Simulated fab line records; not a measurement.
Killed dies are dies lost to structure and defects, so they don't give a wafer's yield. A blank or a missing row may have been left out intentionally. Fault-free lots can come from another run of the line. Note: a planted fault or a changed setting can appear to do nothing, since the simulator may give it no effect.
Lot-split experiment | flow n5_finfet | 21 wafers read across 7 lots, on a route 1938 steps long

== ABOUT THE SPLIT ==
At N5_BEOL_M10_ETCH_41 (etches SiCN in CH3F/O2, target depth 42.6 nm, time 86 s), the setting source_w was moved away from the recipe's 395 W on 4 of the 21 wafers read, by -9.6% to +15.4%. This setting was run at the recipe's value on the other wafers.

Reading taken at the split's own step.

== THE READING ==
rf_vpp_V, in V, at N5_BEOL_M10_ETCH_41 (etches SiCN in CH3F/O2, target depth 42.6 nm, time 86 s). On this fab line, fault-free wafers typically give 297.6 V with a standard deviation of 1.2 V.

wafer  | tool, chamber at the split | source_w as run, W | against the recipe | rf_vpp_V, V | against lot-mates on the recipe
L078.1 | rie_diel-02, 3             | 395                | recipe             | 299.1       | -
L078.4 | rie_diel-02, 3             | 395                | recipe             | 300.1       | -
L078.6 | rie_diel-02, 3             | 395                | recipe             | 299.5       | -
L079.2 | rie_diel-02, 2             | 395                | recipe             | 299.2       | -
L079.3 | rie_diel-02, 0             | 395                | recipe             | 296.6       | -
L079.5 | rie_diel-02, 2             | 395                | recipe             | 297.7       | -
L082.4 | rie_diel-06, 1             | 395                | recipe             | 298.9       | -
L082.5 | rie_diel-06, 2             | 455.8              | +15.4%             | 281.8       | -17.1
L082.6 | rie_diel-06, 3             | 395                | recipe             | 299.0       | -
L083.2 | rie_diel-06, 1             | 395                | recipe             | 297.3       | -
L083.4 | rie_diel-06, 3             | 395                | recipe             | 297.1       | -
L083.6 | rie_diel-06, 1             | 395                | recipe             | 299.8       | -
L086.3 | rie_diel-05, 3             | 395                | recipe             | 296.3       | -
L086.5 | rie_diel-05, 3             | 395                | recipe             | 298.0       | -
L086.6 | rie_diel-05, 0             | 395                | recipe             | 297.6       | -
L093.1 | rie_diel-06, 0             | 395                | recipe             | 297.1       | -
L093.5 | rie_diel-06, 2             | 452.2              | +14.5%             | 283.3       | -14.0
L093.6 | rie_diel-06, 1             | 395                | recipe             | 297.5       | -
L097.1 | rie_diel-05, 1             | 357.1              | -9.6%              | 308.8       | +11.2
L097.5 | rie_diel-05, 2             | 357.1              | -9.6%              | 306.4       | +8.8
L097.6 | rie_diel-05, 3             | 395                | recipe             | 297.6       | -

THE FIT
A straight line over all 21 wafers: rf_vpp_V changes by -1.03 V for each +1% of source_w; r = -0.98; the points scatter about the line by 1.1 V.
The same after taking each lot's own level away (the mean of its wafers on the recipe; 21 wafers): -1.04 V for each +1%; r = -0.99; scatter 0.9 V.
According to that fit, moving source_w by its largest amount changes the reading by 16 V.
Across the lots, their own levels run from 297.30 to 299.57 V, a range of 1.9 times the standard deviation given above.
Hence the lot-to-lot level has little effect on the slope; both slopes agree.
Check: with one of the wafers moved furthest among these (+15.4%) left out of the fit, the line predicts -15.3 V for it against its lot-mates. It came out at -17.1 V against them.
Tool readings at the split's step, against how far the setting was moved: rf_vpp_V r = -0.98.

== THE WHOLE CHAIN: every reading that the file lists as answering this split, in the file's order ==
step                | what it does                                            | reading                                                        | change (the file's fit)              | r (the file's)
N5_BEOL_M10_ETCH_41 | etches SiCN in CH3F/O2, target depth 42.6 nm, time 86 s | rf_vpp_V                                                       | -1.04 V for each +1% of the setting  | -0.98
N5_BEOL_M10_ETCH_41 | etches SiCN in CH3F/O2, target depth 42.6 nm, time 86 s | etch.depth_nm (the simulator's own value, which no gauge read) | +0.16 nm for each +1% of the setting | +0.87

== THE FILE'S OWN FIT ==
rf_vpp_V changes by -1.04 V for each +1% of source_w, r = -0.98.
